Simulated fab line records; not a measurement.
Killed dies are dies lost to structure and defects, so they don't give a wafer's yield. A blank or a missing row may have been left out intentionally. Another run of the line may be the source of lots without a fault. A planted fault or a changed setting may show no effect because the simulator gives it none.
Chamber matching || flow nand-harc || NHARC_P_BONDPAD_STRIP_15 on rie-diel-13 has 4 sister chambers
The step strips in O2. 8 wafers are shown with their chamber, then 9 later ones without.

== EACH WAFER AND ITS CHAMBER ==
{"wafer": "L723.1", "chamber": 2, "drypump-motor-current-A (A)": 5.70, "oes-product-au (a.u.)": 1.005}
{"wafer": "L723.2", "chamber": 0, "drypump-motor-current-A (A)": 5.73, "oes-product-au (a.u.)": 0.996}
{"wafer": "L723.6", "chamber": 1, "drypump-motor-current-A (A)": 5.64, "oes-product-au (a.u.)": 1.010}
{"wafer": "L725.5", "chamber": 3, "drypump-motor-current-A (A)": 6.12, "oes-product-au (a.u.)": 0.991}
{"wafer": "L725.6", "chamber": 0, "drypump-motor-current-A (A)": 5.76, "oes-product-au (a.u.)": 0.991}
{"wafer": "L729.1", "chamber": 2, "drypump-motor-current-A (A)": 5.65, "oes-product-au (a.u.)": 1.002}
{"wafer": "L729.2", "chamber": 3, "drypump-motor-current-A (A)": 6.09, "oes-product-au (a.u.)": 0.990}
{"wafer": "L729.5", "chamber": 1, "drypump-motor-current-A (A)": 5.64, "oes-product-au (a.u.)": 0.986}

== WAFERS WHOSE CHAMBER IS MISSING ==
{"wafer": "L728.1", "drypump-motor-current-A (A)": 5.69, "oes-product-au (a.u.)": 1.002}
{"wafer": "L728.4", "drypump-motor-current-A (A)": 6.09, "oes-product-au (a.u.)": 0.985}
{"wafer": "L728.5", "drypump-motor-current-A (A)": 6.10, "oes-product-au (a.u.)": 0.997}
{"wafer": "L731.1", "drypump-motor-current-A (A)": 6.06, "oes-product-au (a.u.)": 0.998}
{"wafer": "L731.3", "drypump-motor-current-A (A)": 5.74, "oes-product-au (a.u.)": 0.998}
{"wafer": "L731.6", "drypump-motor-current-A (A)": 5.68, "oes-product-au (a.u.)": 1.009}
{"wafer": "L730.1", "drypump-motor-current-A (A)": 6.12, "oes-product-au (a.u.)": 1.004}
{"wafer": "L730.2", "drypump-motor-current-A (A)": 5.66, "oes-product-au (a.u.)": 1.016}
{"wafer": "L730.3", "drypump-motor-current-A (A)": 5.75, "oes-product-au (a.u.)": 0.998}

== WHICH CHAMBER EACH WENT THROUGH ==
{"wafer": "L728.1", "from the rows above": "can't be placed: 2 or 1 or 0", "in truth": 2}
{"wafer": "L728.4", "from the rows above": 3, "in truth": 3}
{"wafer": "L728.5", "from the rows above": 3, "in truth": 3}
{"wafer": "L731.1", "from the rows above": 3, "in truth": 3}
{"wafer": "L731.3", "from the rows above": 0, "in truth": 0}
{"wafer": "L731.6", "from the rows above": "can't be placed: 2 or 1", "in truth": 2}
{"wafer": "L730.1", "from the rows above": 3, "in truth": 3}
{"wafer": "L730.2", "from the rows above": "can't be placed: 2 or 1", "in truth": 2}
{"wafer": "L730.3", "from the rows above": 0, "in truth": 0}
Placed correctly: 6 of 9. Unplaceable from these rows: 3, with the true chamber sitting among the candidates in 3. 0 placed wrongly.
How it was worked out, from the rows above alone: a wafer's distance from a chamber is the root of the sum, over the readings, of the square of ((its reading less the chamber's mean) divided by the reading's scatter). The wafer belongs to the nearest chamber; if the next one is less than 2 further off, it can't be placed. The mean given for a chamber averages the wafers shown for that chamber. The scatter: take each reading less its chamber's mean, square it, sum over the shown wafers, divide by the number of wafers less the number of chambers, and take the root.
